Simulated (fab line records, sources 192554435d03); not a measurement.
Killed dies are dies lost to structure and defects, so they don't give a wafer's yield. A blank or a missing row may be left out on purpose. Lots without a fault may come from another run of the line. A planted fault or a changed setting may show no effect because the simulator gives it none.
fab line records | flow n5_finfet
record lots=12 wafers=36 last_day=17
route steps=1938 shown BEOL_M10@1527 BEOL_M11@1540
lots that met no fault: from a run of the same line without faults
start_h: hours from the record's first day to the start of the lot's first wafer shown | wait_h: hours since the lot's step before | " the same as in the row above | L1.1+2: a row that stands for several wafers | - no value, or no start given | * or withheld: withheld | < > ~ a bound
route shown NAME@n: a module of which the file shows steps, and the number in the route of the first | usual: mean/standard deviation of fault-free wafers | same: alike in all rows | chamber/n: place in a boat | sites: the reading at each site | _std_site: their standard deviation | _edge_site: outer sites' mean less inner sites' | radius_mm: how far each site lies from the wafer's centre | mask NAME#n: copy n | behind: the tool/chamber that last shaped the wafer | hold: why the lot was held/for how many hours/how that ended | device: the transistor (n, p or np) that didn't switch | end of line: the same wafers' tests at the end of the route | a step without rows: its recipe alone | killed: dies lost to structure and defects at the first sort, not the wafer's yield | map: a wafer's dies, x killed, . not, _ none there
set.NAME: the setting as run; set.NAME@STEP: as run at that earlier step | model.NAME: the simulator's own value behind a step, which no gauge read
steps of the route over a sample of lots; a table a step, a row a wafer
services: from which hour (start_h, from the record's first day; less than 0 if before it) a tool's chamber was out of use, for how many hours, and why
## steps
# step N5_BEOL_M10_SPUTTER_48
# recipe material=Cu target_thk_a=120 temp_c=-20 bias_v=60 power_w=26000 chamber_pressure_pa=0.13 time_s=2
# usual cathode_dc_power_W=26001/4.8 throttle_valve_pct=30.1/1.3
# same time_s=2
# columns lot.wafer tool chamber start_h wait_h cathode_dc_power_W throttle_valve_pct
L548.3 pvd_sputter-02 - 214.38 0.1 26006 29.8
L548.4 " - " " 25998 28.0
L548.6 " - " " 25999 30.1
L547.2 pvd_sputter-02 - 229.85 0.1 26005 29.4
L547.5 " - " " 25999 29.2
L547.6 " - " " 25998 30.3
L550.1 pvd_sputter-02 - 229.93 0.1 26001 30.7
L550.2 " - " " 26007 27.9
L550.3 " - " " 25996 29.8
L549.1 pvd_sputter-03 - 231.82 0.1 25996 28.4
L549.3 " - " " 26001 30.9
L549.5 " - " " 25993 28.3
L552.3 pvd_sputter-03 - 242.27 0.1 25995 31.0
L552.5 " - " " 25996 29.7
L552.6 " - " " 25995 28.1
L551.1 pvd_sputter-01 - 243.01 0.3 25999 29.2
L551.5 " - " " 26010 29.5
L551.6 " - " " 26007 30.4
L554.3 pvd_sputter-02 - 256.24 0.1 26000 27.9
L554.4 " - " " 25997 29.4
L554.5 " - " " 26013 30.0
L560.1 pvd_sputter-01 - 311.64 0.1 26006 32.8
L560.4 " - " " 26003 30.5
L560.5 " - " " 25997 29.2
L564.2 pvd_sputter-02 - 326.58 0.1 26009 29.1
L564.5 " - " " 25995 30.6
L564.6 " - " " 25992 29.5
L566.1 pvd_sputter-01 - 338.40 0.1 26006 29.3
L566.2 " - " " 26003 32.5
L566.6 " - " " 26009 30.7
L565.4 pvd_sputter-03 - 342.40 0.1 25996 30.7
L565.5 " - " " 26005 31.3
L565.6 " - " " 26000 30.8
L568.1 pvd_sputter-01 - 347.25 0.4 26002 29.5
L568.3 " - " " 26000 30.7
L568.4 " - " " 25998 29.1
# step N5_BEOL_M10_ANNEAL_51
# recipe temp_c=225 time_s=90 ambient=N2
# usual wafer_temp_C_max=226.19/0.27
# same time_s=90
# columns lot.wafer tool chamber start_h wait_h wafer_temp_C_max
L548.3 rtp_anneal-01 0 214.69 0.1 225.84
L548.4 " 0 " " 226.14
L548.6 " 0 " " 226.46
L547.2 rtp_anneal-02 0 230.13 0.1 226.40
L547.5 " 0 " " 226.32
L547.6 " 0 " " 226.26
L550.1 rtp_anneal-01 0 230.25 0.2 225.73
L550.2 " 0 " " 225.99
L550.3 " 0 " " 226.11
L549.1 rtp_anneal-02 0 232.04 0.1 226.15
L549.3 " 0 " " 226.43
L549.5 " 0 " " 226.72
L552.3 rtp_anneal-02 0 242.69 0.2 226.93
L552.5 " 0 " " 226.26
L552.6 " 0 " " 226.02
L551.1 rtp_anneal-02 0 243.44 0.3 226.60
L551.5 " 0 " " 226.26
L551.6 " 0 " " 226.12
L554.3 rtp_anneal-01 0 256.85 0.4 226.22
L554.4 " 0 " " 225.74
L554.5 " 0 " " 226.08
L560.1 rtp_anneal-02 0 312.01 0.2 226.03
L560.4 " 0 " " 226.42
L560.5 " 0 " " 226.33
L564.2 rtp_anneal-02 0 326.87 0.1 226.69
L564.5 " 0 " " 226.19
L564.6 " 0 " " 226.28
L566.1 rtp_anneal-01 0 340.08 1.5 226.06
L566.2 " 0 " " 226.13
L566.6 " 0 " " 226.23
L565.4 rtp_anneal-01 0 342.76 0.2 225.88
L565.5 " 0 " " 226.05
L565.6 " 0 " " 226.32
L568.1 rtp_anneal-01 0 347.48 0.1 225.90
L568.3 " 0 " " 225.87
L568.4 " 0 " " 225.47
# step N5_BEOL_M11_HM_DEP_02
# recipe material=TiN target_thk_a=200 temp_c=25 chamber_pressure_pa=0.49996
# usual throttle_valve_pct=29.8/1.2
# columns lot.wafer tool chamber start_h wait_h throttle_valve_pct
L548.3 pvd_sputter-03 - 216.37 0.3 30.8
L548.4 " - " " 28.1
L548.6 " - " " 30.6
L547.2 pvd_sputter-03 - 232.18 0.2 29.8
L547.5 " - " " 31.0
L547.6 " - " " 28.3
L550.1 pvd_sputter-03 - 232.40 0.1 30.8
L550.2 " - " " 31.0
L550.3 " - " " 27.9
L549.1 pvd_sputter-01 - 235.15 1.7 29.4
L549.3 " - " " 29.8
L549.5 " - " " 30.6
L552.3 pvd_sputter-02 - 244.64 0.6 29.5
L552.5 " - " " 28.1
L552.6 " - " " 30.0
L551.1 pvd_sputter-03 - 246.11 1.2 28.1
L551.5 " - " " 30.6
L551.6 " - " " 29.7
L554.3 pvd_sputter-03 - 259.02 0.3 30.8
L554.4 " - " " 29.6
L554.5 " - " " 31.0
L560.1 pvd_sputter-02 - 315.17 1.7 30.6
L560.4 " - " " 29.5
L560.5 " - " " 29.8
L564.2 pvd_sputter-02 - 329.41 1.1 29.5
L564.5 " - " " 30.4
L564.6 " - " " 27.9
L566.1 pvd_sputter-03 - 342.48 0.7 28.6
L566.2 " - " " 31.2
L566.6 " - " " 31.1
L565.4 pvd_sputter-03 - 345.38 1.3 31.2
L565.5 " - " " 28.5
L565.6 " - " " 30.1
L568.1 pvd_sputter-03 - 349.01 0.1 30.6
L568.3 " - " " 30.8
L568.4 " - " " 28.2
# step N5_BEOL_M11_COAT_22
# recipe resist=CAR-ArF spin_rpm=1500 resist_thk_nm=90
# usual spin_speed_rpm=1500.2/0.95
# columns lot.wafer tool chamber start_h wait_h spin_speed_rpm
L548.3 litho_track-05 0 219.43 - 1499.4
L548.4 " 0 " " 1500.8
L548.6 " 0 " " 1500.1
L547.2 litho_track-03 0 234.33 - 1500.1
L547.5 " 0 " " 1503.2
L547.6 " 0 " " 1500.3
L550.1 litho_track-05 0 234.33 - 1499.3
L550.2 " 0 " " 1499.1
L550.3 " 0 " " 1501.3
L549.1 litho_track-01 0 236.61 - 1500.8
L549.3 " 0 " " 1499.2
L549.5 " 0 " " 1499.3
L552.3 litho_track-05 0 246.16 - 1501.2
L552.5 " 0 " " 1500.1
L552.6 " 0 " " 1502.1
L551.1 litho_track-05 0 248.29 - 1500.1
L551.5 " 0 " " 1499.4
L551.6 " 0 " " 1500.9
L554.3 litho_track-01 0 260.36 - 1500.8
L554.4 " 0 " " 1499.2
L554.5 " 0 " " 1500.4
L560.1 litho_track-05 0 316.28 - 1255.2
L560.4 " 0 " " 1255.9
L560.5 " 0 " " 1255.5
L564.2 litho_track-05 0 330.52 - 1255.3
L564.5 " 0 " " 1254.3
L564.6 " 0 " " 1253.5
L566.1 litho_track-03 0 344.33 - 1500.5
L566.2 " 0 " " 1502.0
L566.6 " 0 " " 1499.1
L565.4 litho_track-01 0 347.07 - 1501.5
L565.5 " 0 " " 1501.3
L565.6 " 0 " " 1501.2
L568.1 litho_track-01 0 350.67 - 1501.6
L568.3 " 0 " " 1500.7
L568.4 " 0 " " 1499.6
## services
# columns tool chamber start_h hours kind
litho_track-01 - 218.22 - consumable_replace:filter
rtp_anneal-02 - 238.50 0.8 pm
pvd_sputter-03 - 309.90 0.8 repair
pvd_sputter-01 - 335.20 1.6 repair
rtp_anneal-01 - 336.27 2.5 pm
## key
first_sign step=N5_BEOL_M11_COAT_22 reading=spin_speed_rpm direction=down sigmas=99+ usual=* struck=*
effect none on later readings
met_at N5_BEOL_M11_COAT_22
struck_lots L560,L564
not_acting_at N5_BEOL_M10_SPUTTER_48,N5_BEOL_M10_ANNEAL_51,N5_BEOL_M11_HM_DEP_02
onset_between 248.29 316.28
fault kind=process_parameter_drift tool=litho_track-05 chamber=- onset_h=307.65 steps=N5_BEOL_M11_COAT_22 channel=spin_rpm offset=* shape=step end_h=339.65 acts_in=* stated=*
